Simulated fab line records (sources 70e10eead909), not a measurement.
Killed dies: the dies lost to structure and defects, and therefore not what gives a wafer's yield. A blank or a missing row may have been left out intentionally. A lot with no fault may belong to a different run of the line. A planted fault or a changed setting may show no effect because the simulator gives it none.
The tool behind it: which one?	flow nand harc	Sampling: 22 lots, 66 wafers, 6 of 1302 route steps

## WHAT THE GAUGES READ, wafer by wafer
Not one reading of a measure or inspect step in the record can be checked against a usual standard deviation.

## EACH LOT AND THE TOOL THAT RAN IT (in order: tool; ch and the chambers of the sampled wafers; start)
lot	NHARC_A_STAIRCASE_DESCUM_168	NHARC_A_STAIRCASE_TRIM_14	NHARC_A_STAIRCASE_ETCH_25	NHARC_A_STAIRCASE_TRIM_26	NHARC_A_STAIRCASE_TRIM_191	NHARC_A_STAIRCASE_TRIM_200
L075	rie diel-07 ch 0,1, day 15 18:28	rie diel-10 ch 0,2, no start	rie diel-10 ch 0,2, no start	rie diel-10 ch 0,3, no start	rie diel-11 ch 0,1,3, no start	rie diel-11 ch 2,3, no start
L076	rie diel-10 ch 0,2, day 15 22:41	rie diel-10 ch 0,2, no start	rie diel-10 ch 2,3, no start	rie diel-10 ch 0,2, no start	rie diel-07 ch 0,1,2, no start	rie diel-07 ch 0,3, no start
L077	rie diel-11 ch 0,1, day 17 05:04	rie diel-07 ch 1,2,3, no start	rie diel-10 ch 0,2, no start	rie diel-10 ch 1,2,3, no start	rie diel-10 ch 1,2, no start	rie diel-11 ch 0,1,3, no start
L078	rie diel-10 ch 1,3, day 17 09:40	rie diel-07 ch 0,2,3, no start	rie diel-07 ch 0,1, no start	rie diel-07 ch 0,2,3, no start	rie diel-07 ch 0,1,3, no start	rie diel-11 ch 0,2, no start
L079	rie diel-07 ch 0,1,3, day 17 09:50	rie diel-10 ch 0,2,3, no start	rie diel-10 ch 0,3, no start	rie diel-10 ch 0,1,3, no start	rie diel-10 ch 0,1,2, no start	rie diel-10 ch 0,2,3, no start
L080	rie diel-07 ch 0,1,2, day 18 06:07	rie diel-11 ch 1,2, no start	rie diel-11 ch 0,1,2, no start	rie diel-11 ch 0,2, no start	rie diel-10 ch 1,2, no start	rie diel-10 ch 0,1,2, no start
L081	rie diel-07 ch 1,2,3, day 18 20:16	rie diel-07 ch 1,2,3, no start	rie diel-07 ch 0,1,3, no start	rie diel-07 ch 0,1,2, no start	rie diel-07 ch 1,2,3, no start	rie diel-07 ch 1,3, no start
L082	rie diel-11 ch 1,2, day 18 20:25	rie diel-11 ch 0,1, no start	rie diel-07 ch 0,1, no start	rie diel-07 ch 0,1,3, no start	rie diel-07 ch 1,2,3, no start	rie diel-10 ch 0,1, no start
L084	rie diel-10 ch 1,2, day 19 10:40	rie diel-07 ch 0,1,3, no start	rie diel-10 ch 0,1,2, no start	rie diel-10 ch 0,1,3, no start	rie diel-07 ch 0,3, no start	rie diel-10 ch 1,2, no start
L083	rie diel-10 ch 0,1,3, day 19 10:44	rie diel-11 ch 1,2,3, no start	rie diel-07 ch 1,2,3, no start	rie diel-07 ch 0,1,3, no start	rie diel-10 ch 0,1,3, no start	rie diel-11 ch 0,1,2, no start
L085	rie diel-10 ch 0,1,3, day 19 23:10	rie diel-11 ch 1,2, no start	rie diel-07 ch 0,2,3, no start	rie diel-07 ch 0,2,3, no start	rie diel-11 ch 0,1,3, no start	rie diel-07 ch 0,1,2, no start
L086	rie diel-07 ch 0,2,3, day 20 07:08	rie diel-11 ch 0,2,3, no start	rie diel-10 ch 0,1, no start	rie diel-10 ch 0,1,2, no start	rie diel-11 ch 0,2,3, no start	rie diel-11 ch 0,1,3, no start
L087	rie diel-07 ch 0,3, day 21 10:35	rie diel-11 ch 0,2,3, no start	rie diel-11 ch 0,3, no start	rie diel-11 ch 1,3, no start	rie diel-10 ch 2,3, no start	rie diel-07 ch 2,3, no start
L088	rie diel-11 ch 0,2,3, day 21 10:46	rie diel-10 ch 1,3, no start	rie diel-10 ch 0,1,2, no start	rie diel-10 ch 2,3, no start	rie diel-11 ch 1,3, no start	rie diel-11 ch 1,2,3, no start
L089	rie diel-11 ch 1,2,3, day 21 19:08	rie diel-10 ch 0,2,3, no start	rie diel-11 ch 0,1,3, no start	rie diel-11 ch 1,2,3, no start	rie diel-07 ch 0,1,2, no start	rie diel-07 ch 0,1,2, no start
L091	rie diel-10 ch 0,3, day 22 21:15	rie diel-07 ch 0,2,3, no start	rie diel-10 ch 1,2, no start	rie diel-10 ch 1,3, no start	rie diel-07 ch 0,2, no start	rie diel-11 ch 0,2,3, no start
L093	rie diel-10 ch 0,1,2, day 23 03:14	rie diel-07 ch 0,1,3, no start	rie diel-11 ch 0,1,2, no start	rie diel-11 ch 1,2, no start	rie diel-11 ch 0,2,3, no start	rie diel-10 ch 0,2,3, no start
L092	rie diel-10 ch 1,2,3, day 23 03:23	rie diel-10 ch 0,1,2, no start	rie diel-10 ch 0,2, no start	rie diel-10 ch 1,3, no start	rie diel-10 ch 1,2, no start	rie diel-07 ch 0,2,3, no start
L094	rie diel-11 ch 0,1, day 23 13:14	rie diel-10 ch 0,2,3, no start	rie diel-10 ch 2,3, no start	rie diel-10 ch 2,3, no start	rie diel-10 ch 0,2,3, no start	rie diel-11 ch 0,1,3, no start
L095	rie diel-10 ch 2,3, day 24 08:04	rie diel-11 ch 0,1, no start	rie diel-11 ch 1,3, no start	rie diel-11 ch 0,2,3, no start	rie diel-11 ch 1,2, no start	rie diel-10 ch 0,2,3, no start
L096	rie diel-11 ch 0,2,3, day 24 15:10	rie diel-10 ch 1,2,3, no start	rie diel-11 ch 0,1,3, no start	rie diel-11 ch 0,2,3, no start	rie diel-11 ch 2,3, no start	rie diel-07 ch 0,2,3, no start
L097	rie diel-11 ch 0,1, day 24 22:13	rie diel-10 ch 0,1,2, no start	rie diel-10 ch 0,2,3, no start	rie diel-10 ch 0,1, no start	rie diel-11 ch 0,1, no start	rie diel-07 ch 0,3, no start
- NHARC_A_STAIRCASE_DESCUM_168: chemistry O2, time 3 s.
- NHARC_A_STAIRCASE_TRIM_14: chemistry O2, time 211.2 s.
- NHARC_A_STAIRCASE_ETCH_25: etches the open film in C4F8/O2, target depth 100 nm, time 40.5 s.
- NHARC_A_STAIRCASE_TRIM_26: chemistry O2, time 211.2 s.
- NHARC_A_STAIRCASE_TRIM_191: chemistry O2, time 211.2 s.
- NHARC_A_STAIRCASE_TRIM_200: chemistry O2, time 211.2 s.

## WHAT THE TOOLS THEMSELVES READ (means of the sampled wafers that have a number; where no wafer has one, the mark that the record gives instead)
NHARC_A_STAIRCASE_DESCUM_168. Usual: drypump motor current A 5.9 A, standard deviation 0.42; oes product au 1.004 a.u., standard deviation 0.01; rf vpp V 57.8 V, standard deviation 0.98; showerhead plenum p Torr 1.91 Torr, standard deviation 0.077; throttle valve pct 11.311 %, standard deviation 0.0093.
lot	tool	drypump motor current A (A)	oes product au (a.u.)	rf vpp V (V)	showerhead plenum p Torr (Torr)	throttle valve pct (%)	flag
L075	rie diel-07	5.5	1.010	58.0	1.89	11.318	
L076	rie diel-10	5.8	1.015	57.0	1.82	11.310	
L077	rie diel-11	6.0	1.004	57.6	1.99	11.320	
L078	rie diel-10	6.1	1.000	57.3	1.91	11.306	
L079	rie diel-07	5.8	0.997	57.4	1.89	11.304	
L080	rie diel-07	5.7	0.992	56.7	1.86	11.308	
L081	rie diel-07	6.0	0.998	57.3	1.86	11.305	
L082	rie diel-11	6.1	1.008	58.0	1.91	11.313	
L084	rie diel-10	5.7	1.001	58.9	2.01	11.300	
L083	rie diel-10	6.2	1.006	58.2	1.90	11.312	
L085	rie diel-10	6.2	1.007	57.2	1.89	11.312	
L086	rie diel-07	5.6	0.996	57.3	1.84	11.308	
L087	rie diel-07	5.4	0.991	57.4	1.87	11.314	
L088	rie diel-11	5.7	1.005	57.6	1.94	11.311	
L089	rie diel-11	6.0	1.009	58.2	1.91	11.324	
L091	rie diel-10	6.3	1.012	58.0	1.90	11.309	
L093	rie diel-10	6.0	1.012	57.6	1.93	11.308	
L092	rie diel-10	5.9	1.013	58.7	1.95	11.314	
L094	rie diel-11	6.0	1.016	58.0	1.97	11.315	
L095	rie diel-10	5.9	1.007	58.1	1.97	11.321	
L096	rie diel-11	5.7	1.006	58.2	1.93	11.312	
L097	rie diel-11	5.7	1.015	57.7	1.99	11.302	

NHARC_A_STAIRCASE_TRIM_14. Usual: drypump motor current A 5.9 A, standard deviation 0.39; oes product au 1.006 a.u., standard deviation 0.0094; rf vpp V 57.8 V, standard deviation 0.85; showerhead plenum p Torr 3.51 Torr, standard deviation 0.14; throttle valve pct 17.037 %, standard deviation 0.0099.
lot	tool	drypump motor current A (A)	oes product au (a.u.)	rf vpp V (V)	showerhead plenum p Torr (Torr)	throttle valve pct (%)	flag
L075	rie diel-10	6.0	1.011	57.6	3.43	17.043	
L076	rie diel-10	5.8	1.009	57.0	3.37	17.042	
L077	rie diel-07	6.0	0.990	58.8	3.45	17.042	
L078	rie diel-07	5.6	1.003	57.5	3.42	17.034	
L079	rie diel-10	6.0	1.004	57.0	3.45	17.034	
L080	rie diel-11	5.8	1.005	57.2	3.46	17.031	
L081	rie diel-07	6.0	1.000	57.5	3.44	17.031	
L082	rie diel-11	5.7	1.006	58.6	3.69	17.041	
L084	rie diel-07	5.8	1.009	57.7	3.48	17.037	
L083	rie diel-11	6.1	1.005	58.0	3.53	17.038	
L085	rie diel-11	6.1	1.020	57.4	3.52	17.041	
L086	rie diel-11	5.7	1.003	57.8	3.57	17.025	
L087	rie diel-11	5.7	1.007	58.6	3.57	17.043	
L088	rie diel-10	6.2	1.002	56.8	3.47	17.041	
L089	rie diel-10	6.0	1.016	58.2	3.61	17.027	
L091	rie diel-07	5.6	0.992	57.8	3.39	17.044	
L093	rie diel-07	5.8	0.999	57.1	3.47	17.039	
L092	rie diel-10	6.0	1.009	58.0	3.56	17.036	
L094	rie diel-10	6.0	1.013	58.4	3.60	17.042	
L095	rie diel-11	5.7	1.014	57.9	3.66	17.028	
L096	rie diel-10	6.0	1.017	58.7	3.58	17.042	
L097	rie diel-10	6.0	1.011	57.6	3.55	17.033	

NHARC_A_STAIRCASE_ETCH_25. Usual: oes product au 0.949 a.u., standard deviation 0.013; rf vpp V 895 V, standard deviation 5.
lot	tool	oes product au (a.u.)	rf vpp V (V)	flag
L075	rie diel-10	0.959	893	
L076	rie diel-10	0.950	895	
L077	rie diel-10	0.969	889	
L078	rie diel-07	0.953	894	
L079	rie diel-10	0.950	896	
L080	rie diel-11	0.939	897	
L081	rie diel-07	0.940	894	
L082	rie diel-07	0.935	894	
L084	rie diel-10	0.962	898	
L083	rie diel-07	0.943	893	
L085	rie diel-07	0.941	891	
L086	rie diel-10	0.956	893	
L087	rie diel-11	0.961	900	
L088	rie diel-10	0.936	898	
L089	rie diel-11	0.959	900	
L091	rie diel-10	0.975	901	
L093	rie diel-11	0.938	897	
L092	rie diel-10	0.956	902	
L094	rie diel-10	0.955	903	
L095	rie diel-11	0.947	898	
L096	rie diel-11	0.947	899	
L097	rie diel-10	0.958	898	

NHARC_A_STAIRCASE_TRIM_26. Usual: drypump motor current A 5.9 A, standard deviation 0.41; oes product au 1.005 a.u., standard deviation 0.011; rf vpp V 57.6 V, standard deviation 0.91; showerhead plenum p Torr 3.51 Torr, standard deviation 0.13; throttle valve pct 17.037 %, standard deviation 0.0095.
lot	tool	drypump motor current A (A)	oes product au (a.u.)	rf vpp V (V)	showerhead plenum p Torr (Torr)	throttle valve pct (%)	flag
L075	rie diel-10	6.2	1.004	57.9	3.55	17.030	
L076	rie diel-10	6.0	1.009	57.1	3.43	17.046	
L077	rie diel-10	5.9	1.002	57.2	3.44	17.041	
L078	rie diel-07	5.6	0.998	56.8	3.42	17.033	
L079	rie diel-10	6.2	0.990	57.9	3.50	17.038	
L080	rie diel-11	5.4	1.000	58.8	3.62	17.039	
L081	rie diel-07	5.7	0.991	57.6	3.43	17.041	
L082	rie diel-07	5.8	1.007	57.9	3.48	17.038	
L084	rie diel-10	6.2	1.008	58.2	3.49	17.028	
L083	rie diel-07	5.8	0.993	58.1	3.48	17.037	
L085	rie diel-07	5.6	0.998	56.6	3.40	17.039	
L086	rie diel-10	6.0	1.006	59.0	3.57	17.030	
L087	rie diel-11	6.4	1.017	58.0	3.59	17.039	
L088	rie diel-10	6.0	1.015	57.9	3.64	17.039	
L089	rie diel-11	6.1	1.004	57.1	3.52	17.029	
L091	rie diel-10	6.1	0.992	57.5	3.46	17.033	
L093	rie diel-11	6.1	1.023	57.2	3.50	17.037	
L092	rie diel-10	6.1	1.002	57.5	3.46	17.028	
L094	rie diel-10	5.7	1.015	57.9	3.71	17.031	
L095	rie diel-11	5.7	1.006	57.5	3.56	17.041	
L096	rie diel-11	5.7	1.002	57.7	3.55	17.035	
L097	rie diel-10	6.2	1.010	56.6	3.44	17.037	

NHARC_A_STAIRCASE_TRIM_191. Usual: drypump motor current A 5.9 A, standard deviation 0.42; oes product au 1.004 a.u., standard deviation 0.01; rf vpp V 57.7 V, standard deviation 0.9; showerhead plenum p Torr 3.51 Torr, standard deviation 0.13; throttle valve pct 17.037 %, standard deviation 0.0095.
lot	tool	drypump motor current A (A)	oes product au (a.u.)	rf vpp V (V)	showerhead plenum p Torr (Torr)	throttle valve pct (%)	flag
L075	rie diel-11	6.0	1.008	57.9	3.66	17.042	
L076	rie diel-07	5.7	0.991	57.6	3.44	17.028	
L077	rie diel-10	5.7	0.997	56.7	3.34	17.031	
L078	rie diel-07	5.8	1.006	57.6	3.49	17.034	
L079	rie diel-10	6.0	1.002	57.7	3.41	17.046	
L080	rie diel-10	5.9	0.995	56.7	3.39	17.036	
L081	rie diel-07	6.0	0.998	57.9	3.44	17.039	
L082	rie diel-07	6.0	1.000	57.5	3.44	17.035	
L084	rie diel-07	5.4	0.999	57.8	3.45	17.045	
L083	rie diel-10	6.2	1.006	57.2	3.49	17.034	
L085	rie diel-11	6.0	1.016	57.6	3.64	17.042	
L086	rie diel-11	5.7	1.011	58.4	3.57	17.038	
L087	rie diel-10	6.0	1.016	59.4	3.64	17.041	
L088	rie diel-11	6.3	1.013	57.9	3.60	17.032	
L089	rie diel-07	5.7	1.000	57.2	3.42	17.034	
L091	rie diel-07	5.5	0.996	57.5	3.34	17.040	
L093	rie diel-11	5.7	1.002	58.7	3.56	17.039	
L092	rie diel-10	5.9	1.009	57.1	3.54	17.040	
L094	rie diel-10	6.0	1.014	58.4	3.60	17.034	
L095	rie diel-11	6.1	1.007	57.5	3.50	17.032	
L096	rie diel-11	6.1	0.994	58.0	3.51	17.037	
L097	rie diel-11	6.0	1.016	58.0	3.62	17.034	

NHARC_A_STAIRCASE_TRIM_200. Usual: drypump motor current A 5.9 A, standard deviation 0.45; oes product au 1.003 a.u., standard deviation 0.01; rf vpp V 57.8 V, standard deviation 0.89; showerhead plenum p Torr 3.51 Torr, standard deviation 0.13; throttle valve pct 17.036 %, standard deviation 0.0083.
lot	tool	drypump motor current A (A)	oes product au (a.u.)	rf vpp V (V)	showerhead plenum p Torr (Torr)	throttle valve pct (%)	flag
L075	rie diel-11	6.0	1.006	58.1	3.55	17.036	
L076	rie diel-07	5.4	1.003	57.5	3.47	17.045	
L077	rie diel-11	6.0	1.009	57.6	3.66	17.038	
L078	rie diel-11	5.4	1.006	58.9	3.62	17.031	
L079	rie diel-10	6.0	1.003	57.2	3.45	17.033	
L080	rie diel-10	6.0	1.002	58.2	3.41	17.033	
L081	rie diel-07	6.1	1.002	58.3	3.49	17.038	
L082	rie diel-10	6.2	1.014	57.8	3.47	17.037	
L084	rie diel-10	5.7	1.011	57.9	3.68	17.037	
L083	rie diel-11	5.8	1.011	57.9	3.57	17.033	
L085	rie diel-07	5.7	0.993	58.1	3.43	17.037	
L086	rie diel-11	6.0	1.005	57.8	3.64	17.047	
L087	rie diel-07	6.0	0.992	57.4	3.41	17.033	
L088	rie diel-11	6.1	1.010	58.8	3.52	17.039	
L089	rie diel-07	5.7	0.996	57.2	3.42	17.037	
L091	rie diel-11	5.7	1.002	57.8	3.56	17.044	
L093	rie diel-10	6.0	1.016	57.2	3.60	17.022	
L092	rie diel-07	5.6	0.998	57.8	3.39	17.037	
L094	rie diel-11	6.0	1.011	58.2	3.63	17.036	
L095	rie diel-10	6.0	1.009	58.3	3.60	17.040	
L096	rie diel-07	5.7	0.988	57.4	3.39	17.047	
L097	rie diel-07	5.7	1.002	57.4	3.44	17.037	

## THE ANSWER, worked out from the rows above alone
Rule: take the mean of a lot's wafers that have a number; if it is more than 3 standard deviations from the usual mean, the lot is off. A lot without any number at a reading at which 4 lots or more have one is off too. Any other lot the step has rows for is counted as sound. Order of review: gauges by route order, followed by the tools' own readings, for which a lot's mean as printed above is used. The first step at which some lot is off is used, and at that step the reading that is off furthest; a lot without a number counts as furthest.
No lot is off at any reading shown: from this, nothing can be told.

## WHAT WAS PUT IN BY THE SIMULATOR
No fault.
